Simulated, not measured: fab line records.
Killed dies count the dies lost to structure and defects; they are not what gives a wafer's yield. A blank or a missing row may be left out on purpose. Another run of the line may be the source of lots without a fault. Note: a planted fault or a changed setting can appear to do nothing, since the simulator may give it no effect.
fab line records    flow n5_finfet
record lots=10  wafers=29  last_day=18
route steps=1938 shown MOL_CONTACT_COAG@610 BEOL_M0_SAQP@636 BEOL_M4@1111
lots that met no fault: taken from a fault-free run of the same line
start_h: the number of hours between the record's first day and the start of the first shown wafer of the lot    wait_h: hours from the lot's prior step to this one    " identical to the entry in the row above    L1.1+2: a row that stands for several wafers    - value missing, or start not given    * or withheld: withheld    < > ~ a bound
route shown NAME@n: a module of which the file shows steps, and the number in the route of the first    usual: mean/standard deviation of fault-free wafers    same: alike in all rows    chamber/n: place in a boat    sites: per-site readings    _std_site: their standard deviation    _edge_site: outer sites' mean less inner sites'    radius_mm: for every site, how far away it sits from the centre of the wafer    mask NAME#n: copy n    behind: tool/chamber where the wafer was last shaped    hold: the reason the lot was held/the length of the hold in hours/how it ended    device: the n, p or np transistor that did not switch    end of line: the same wafers' tests at the end of the route    for a step that has no rows: nothing shown but its recipe    killed: the dies lost at the first sort to structure and to defects; this is not the yield of the wafer    map: the dies of a wafer, with x for killed, . for not killed, _ for no die there
set.NAME: the setting as run; set.NAME@STEP: as run at that earlier step    model.NAME: the simulator's own value behind a step, which no gauge read
steps of the route over a sample of lots; a table a step, a row a wafer
services: a tool's chamber out of use, with start hour (start_h, from the record's first day; less than 0 if before it), hours out, and reason
## steps
# step N5_MOL_CONTACT_COAG_ETCH_67
# recipe chemistry=N2/H2  target=SOC  target_depth_a=600  overetch_a=210  mask_material=SiARC  temp_c=40  time_s=101.2  ion_energy_ev=200  pressure_mtorr=30  source_w=840  bias_w=150  n2_flow_sccm=200  h2_flow_sccm=200
# usual drypump_motor_current_A=5.8/0.61  oes_product_au=0.64/0.054  rf_vpp_V=522.7/2.3  showerhead_plenum_p_Torr=2.51/0.079  throttle_valve_pct=17.88/0.17
lot.wafer  tool         chamber  start_h  wait_h  drypump_motor_current_A  oes_product_au  rf_hours_counter_h  rf_vpp_V  showerhead_plenum_p_Torr  throttle_valve_pct
L135.1     rie_diel-05  3        111.66   0.0     6.7                      0.62            180                 520.7     2.42                      18.01
L135.2     "            0        "        "       5.3                      0.58            200                 527.6     2.64                      17.95
L135.6     "            0        "        "       5.3                      0.59            -                   526.4     2.64                      17.96
L137.1     rie_diel-06  1        118.16   0.0     5.8                      0.58            230                 524.9     2.63                      17.96
L137.3     "            2        "        "       5.4                      0.73            42                  521.0     2.49                      17.52
L137.6     "            3        "        "       4.8                      0.66            -                   520.7     2.47                      17.80
L138.1     rie_diel-06  0        121.64   0.0     6.4                      0.63            141                 522.4     2.45                      17.94
L138.2     "            3        "        "       4.8                      0.65            112                 520.3     2.47                      17.81
L138.6     "            2        "        "       5.3                      0.72            -                   522.0     2.49                      17.52
L139.1     rie_diel-06  0        134.48   0.0     6.4                      0.62            146                 521.0     2.45                      17.95
L139.4     "            2        "        "       5.3                      0.72            48                  521.6     2.48                      17.55
L139.5     "            3        "        "       4.8                      0.66            -                   519.9     2.47                      17.83
L141.1     rie_diel-06  1        142.16   0.0     5.8                      0.56            239                 525.0     2.62                      17.99
L141.2     "            0        "        "       6.4                      0.63            148                 521.9     2.45                      17.95
L141.5     "            2        "        "       5.3                      0.72            -                   521.8     2.48                      17.53
L146.5     rie_diel-05  3        176.44   0.0     6.7                      0.61            -                   518.7     2.41                      18.03
L146.6     "            0        "        "       5.3                      0.57            -                   524.5     2.63                      18.00
L147.2     rie_diel-05  2        180.13   0.0     5.6                      0.65            137                 524.4     2.53                      17.71
L147.4     "            3        "        "       6.7                      0.61            205                 519.3     2.41                      18.05
L147.5     "            3        "        "       6.7                      0.61            -                   520.3     2.41                      18.05
L153.2     rie_diel-05  2        214.47   0.0     5.6                      0.64            149                 524.0     2.53                      17.72
L153.3     "            0        "        "       5.3                      0.57            236                 527.2     2.63                      18.01
L153.4     "            3        "        "       6.7                      0.60            216                 521.5     2.41                      18.05
L156.2     rie_diel-05  0        233.45   0.0     5.2                      0.56            244                 524.6     2.62                      18.03
L156.3     "            3        "        "       6.7                      0.59            225                 521.9     2.40                      18.07
L156.5     "            1        "        "       6.0                      0.68            -                   521.7     2.48                      18.04
L157.1     rie_diel-06  0        247.72   0.0     6.4                      0.61            183                 520.2     2.43                      17.99
L157.4     "            1        "        "       5.8                      0.78            -                   524.9     2.61                      17.60
L157.5     "            0        "        "       6.4                      0.61            -                   521.2     2.43                      18.02
# step N5_BEOL_M0_SAQP_PECVD_96
# recipe material=a-Si  target_thk_a=450  temp_c=350  precursor=SiH4/He  pressure_torr=3  rf_w=100  time_s=45.2
# usual heater_power_w=607/47  showerhead_plenum_p_Torr=5.67/0.043  throttle_valve_pct=18.1/0.99
lot.wafer  tool      chamber  start_h  wait_h  heater_power_w  showerhead_plenum_p_Torr  throttle_valve_pct
L135.1     pecvd-01  2        128.51   0.0     584             5.62                      17.4
L135.2     "         0        "        "       622             5.68                      18.4
L135.6     "         2        "        "       596             5.61                      17.3
L137.1     pecvd-03  2        128.59   0.0     629             5.70                      18.4
L137.3     "         0        "        "       623             5.73                      17.7
L137.6     "         1        "        "       690             5.68                      19.1
L138.1     pecvd-04  1        128.67   0.0     615             5.61                      17.1
L138.2     "         0        "        "       651             5.71                      17.4
L138.6     "         1        "        "       625             5.61                      17.3
L139.1     pecvd-01  2        139.67   0.0     570             5.61                      17.3
L139.4     "         0        "        "       580             5.67                      18.3
L139.5     "         1        "        "       531             5.66                      20.4
L141.1     pecvd-04  0        147.42   0.0     667             5.72                      17.6
L141.2     "         1        "        "       552             5.59                      17.3
L141.5     "         0        "        "       662             5.72                      17.8
L146.5     pecvd-01  2        182.33   0.0     525             5.61                      17.3
L146.6     "         0        "        "       540             5.66                      18.1
L147.2     pecvd-03  0        190.56   0.0     628             5.73                      17.6
L147.4     "         1        "        "       661             5.69                      19.3
L147.5     "         2        "        "       621             5.70                      18.8
L153.2     pecvd-04  2        219.77   0.0     569             5.63                      16.5
L153.3     "         1        "        "       571             5.61                      17.3
L153.4     "         2        "        "       590             5.62                      16.4
L156.2     pecvd-03  1        241.64   0.0     677             5.68                      19.3
L156.3     "         0        "        "       539             5.70                      17.9
L156.5     "         1        "        "       686             5.69                      19.2
L157.1     pecvd-03  1        253.38   0.0     592             5.68                      19.2
L157.4     "         2        "        "       642             5.66                      16.7
L157.5     "         1        "        "       578             5.69                      19.0
# step N5_BEOL_M0_SAQP_ETCH_102
# recipe chemistry=CF4  target=SiO2  target_depth_a=40  ion_energy_ev=350  time_s=4.4  pressure_mtorr=10  icp_w=800  bias_w=400  cf4_flow_sccm=80
# usual drypump_motor_current_A=5.7/0.38  oes_product_au=0.994/0.023  throttle_valve_pct=21.69/0.29
lot.wafer  tool       chamber  start_h  wait_h  drypump_motor_current_A  oes_product_au  rf_hours_counter_h  throttle_valve_pct
L135.1     rie_si-06  3        132.06   0.1     5.0                      1.029           18                  21.34
L135.2     "          2        "        "       5.9                      0.962           8                   21.36
L135.6     "          0        "        "       6.0                      0.978           -                   21.93
L137.1     rie_si-01  1        132.38   0.1     6.3                      1.005           118                 21.51
L137.3     "          2        "        "       5.8                      1.008           142                 21.75
L137.6     "          3        "        "       5.8                      0.967           -                   21.76
L138.1     rie_si-06  0        133.02   0.1     6.0                      0.980           147                 21.90
L138.2     "          2        "        "       5.9                      0.962           8                   21.36
L138.6     "          0        "        "       6.0                      0.970           -                   21.91
L139.1     rie_si-04  0        142.04   0.1     5.5                      0.991           111                 21.79
L139.4     "          1        "        "       5.3                      1.021           170                 21.40
L139.5     "          2        "        "       5.6                      0.975           -                   21.51
L141.1     rie_si-06  2        150.31   0.1     5.9                      0.957           9                   21.36
L141.2     "          0        "        "       6.0                      0.976           147                 21.92
L141.5     "          3        "        "       5.0                      1.039           -                   21.34
L146.5     rie_si-06  2        187.05   0.0     5.9                      0.845           -                   21.33
L146.6     "          3        "        "       5.0                      1.029           -                   21.34
L147.2     rie_si-06  0        193.51   0.1     6.0                      0.962           148                 21.92
L147.4     "          2        "        "       5.9                      0.843           9                   21.33
L147.5     "          1        "        "       5.9                      0.878           -                   21.81
L153.2     rie_si-04  1        222.78   0.1     5.4                      1.014           172                 21.41
L153.3     "          2        "        "       5.6                      0.969           58                  21.51
L153.4     "          0        "        "       5.5                      0.981           112                 21.79
L156.2     rie_si-01  1        245.08   0.1     6.3                      1.014           121                 21.50
L156.3     "          3        "        "       5.8                      0.974           131                 21.77
L156.5     "          0        "        "       5.9                      0.991           -                   21.81
L157.1     rie_si-04  1        255.80   0.1     5.3                      0.999           172                 21.39
L157.4     "          2        "        "       5.6                      0.972           58                  21.52
L157.5     "          0        "        "       5.5                      0.991           -                   21.80
# step N5_BEOL_M0_SAQP_CD_MEAS_40
# recipe target_cd_nm=30  landing_energy_ev=500  detector=se_inlens
# usual cd_nm=30.01/0.24
lot.wafer  tool       chamber  start_h  wait_h  cd_nm
L135.1     cd_sem-03  0        134.82   -       30.40
L135.2     "          0        "        "       30.20
L135.6     "          0        "        "       30.07
L137.1     cd_sem-02  0        134.99   -       29.92
L137.3     "          0        "        "       30.14
L137.6     "          0        "        "       30.15
L138.1     cd_sem-01  0        135.18   -       30.07
L138.2     "          0        "        "       30.02
L138.6     "          0        "        "       30.28
L139.1     cd_sem-03  0        144.27   -       29.65
L139.4     "          0        "        "       29.80
L139.5     "          0        "        "       29.68
L141.1     cd_sem-02  0        153.47   -       29.64
L141.2     "          0        "        "       29.70
L141.5     "          0        "        "       30.27
L146.5     cd_sem-03  0        190.34   -       29.87
L146.6     "          0        "        "       30.11
L147.2     cd_sem-01  0        195.69   -       30.15
L147.4     "          0        "        "       30.15
L147.5     "          0        "        "       29.85
L153.2     cd_sem-01  0        224.81   -       29.96
L153.3     "          0        "        "       29.69
L153.4     "          0        "        "       29.97
L156.2     cd_sem-02  0        247.20   -       29.94
L156.3     "          0        "        "       30.26
L156.5     "          0        "        "       30.05
L157.1     cd_sem-03  0        257.84   -       30.32
L157.4     "          0        "        "       30.06
L157.5     "          0        "        "       30.27
# step N5_BEOL_M4_RC_MEAS_101
# usual DIBL_N=36.5/2  DIBL_P=36.5/2.3  IOFF_N=0.16/0.036  IOFF_P=0.21/0.037  ION_N=672/12  ION_P=459/7.1  SS_N=71.6/0.73  SS_P=73.4/0.76  VT_N=250/3.3  VT_P=-250.5/2.9
lot.wafer  tool       chamber  start_h  wait_h  DIBL_N[mV/V]  DIBL_P[mV/V]  IOFF_N[nA/um]  IOFF_P[nA/um]  ION_N[uA/um]  ION_P[uA/um]  SS_N[mV/dec]  SS_P[mV/dec]  VT_N[mV]  VT_P[mV]
L137.1     prober-02  0        189.55   0.0     36.7          36.7          0.18           0.21           680           458           71.9          73.9          246       -251.4
L137.3     "          0        "        "       34.8          35.0          0.14           0.19           679           463           71.4          73.4          251       -252.9
L137.6     "          0        "        "       35.7          36.1          0.16           0.20           670           464           71.3          73.5          249       -251.7
L135.1     prober-02  0        191.31   0.0     37.5          37.7          0.16           0.22           672           459           71.8          74.5          248       -247.8
L135.2     "          0        "        "       39.7          40.1          0.20           0.25           676           464           72.6          74.9          248       -246.5
L135.6     "          0        "        "       38.2          38.4          0.17           0.23           673           461           72.1          74.8          250       -249.2
L139.1     prober-01  0        194.93   0.0     32.9          33.3          0.11           0.17           671           465           70.6          72.2          253       -255.8
L139.4     "          0        "        "       36.0          36.4          0.15           0.21           682           468           70.7          73.5          249       -247.8
L139.5     "          0        "        "       31.2          31.0          0.10           0.14           672           465           69.7          72.0          257       -254.7
L138.1     prober-01  0        199.42   0.0     40.0          39.5          0.23           0.28           695           472           72.2          74.4          246       -246.4
L138.2     "          0        "        "       40.9          41.1          0.25           0.32           679           457           72.4          74.7          245       -248.5
L138.6     "          0        "        "       35.9          34.9          0.14           0.19           657           451           71.0          73.1          251       -251.8
L141.1     prober-01  0        223.32   0.0     36.5          35.9          0.14           0.19           661           453           72.5          72.6          251       -252.4
L141.2     "          0        "        "       38.1          39.1          0.18           0.24           683           469           72.6          73.7          249       -247.1
L141.5     "          0        "        "       37.2          37.3          0.16           0.21           671           459           72.4          73.2          249       -249.2
L146.5     prober-01  0        257.77   0.6     39.4          37.8          0.24           0.27           693           465           72.8          74.5          243       -247.5
L146.6     "          0        "        "       38.6          37.5          0.21           0.27           680           462           72.3          74.3          247       -247.8
L147.2     prober-01  0        259.40   0.2     36.3          36.2          0.16           0.20           663           448           71.8          73.1          250       -252.3
L147.4     "          0        "        "       37.4          36.3          0.19           0.21           652           446           73.3          73.4          250       -249.7
L147.5     "          0        "        "       37.3          38.8          0.20           0.25           669           463           72.6          73.4          247       -246.2
L153.2     prober-02  0        296.75   0.2     36.0          36.4          0.16           0.20           654           452           72.2          73.7          251       -253.1
L153.3     "          0        "        "       32.4          33.5          0.12           0.16           668           463           70.2          72.5          250       -252.6
L153.4     "          0        "        "       38.2          40.1          0.22           0.26           693           474           72.2          73.2          244       -248.4
L156.2     prober-01  0        309.41   0.2     38.1          41.2          0.24           0.30           691           474           72.1          73.9          243       -243.0
L156.3     "          0        "        "       37.5          39.5          0.21           0.26           684           467           71.8          74.3          248       -246.6
L156.5     "          0        "        "       37.7          39.4          0.21           0.26           661           449           72.3          74.0          247       -245.4
L157.1     prober-01  0        332.06   0.0     38.1          40.2          0.19           0.21           671           457           71.6          75.2          249       -250.8
L157.4     "          0        "        "       39.1          40.6          0.22           0.23           682           457           72.8          74.2          246       -251.5
L157.5     "          0        "        "       38.8          41.3          0.21           0.23           675           456           72.4          74.7          248       -248.9
## services
tool         chamber  start_h  hours  kind
rie_diel-05  -        88.48    0.2    repair
rie_diel-05  2        106.14   16.1   repair
rie_diel-05  1        116.27   3.7    repair
rie_diel-06  2        128.59   2.3    repair
rie_diel-05  0        156.68   4.6    repair
rie_diel-06  1        173.05   -      clean
rie_diel-06  1        173.05   -      consumable_replace:focus_ring
rie_diel-06  1        173.05   16.4   scheduled_down
rie_diel-06  0        176.57   2.9    repair
rie_si-01    0        179.24   4.7    repair
rie_si-06    0        185.11   3.5    repair
pecvd-03     0        191.30   24.5   repair
rie_diel-06  1        199.25   14.5   repair
pecvd-03     -        203.51   6.0    pm
rie_diel-06  -        209.18   0.3    repair
rie_diel-06  -        210.01   4.8    repair
pecvd-01     0        214.42   5.7    repair
rie_diel-06  1        216.20   8.8    repair
rie_diel-06  2        216.94   4.0    repair
pecvd-03     -        225.10   5.1    repair
rie_diel-06  0        227.20   14.4   repair
rie_si-06    0        231.56   101.1  repair
rie_diel-05  -        236.83   0.2    repair
rie_diel-06  2        241.76   6.5    repair
## key
first_sign step=N5_BEOL_M0_SAQP_ETCH_102  reading=oes_product_au  direction=down  sigmas=6  usual=0.994  struck=0.855
effect none on later readings
met_at N5_BEOL_M0_SAQP_ETCH_102
struck_lots L146,L147
struck_wafers L146.5,L147.4,L147.5
not_acting_at N5_MOL_CONTACT_COAG_ETCH_67,N5_BEOL_M0_SAQP_PECVD_96,N5_BEOL_M0_SAQP_CD_MEAS_40
onset_between 150.31 187.05
fault kind=process_parameter_drift  tool=rie_si-06  chamber=-  onset_h=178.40  steps=N5_BEOL_M0_SAQP_ETCH_102  channel=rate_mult  offset=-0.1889  shape=step  end_h=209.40  scope=struck_wafers_only
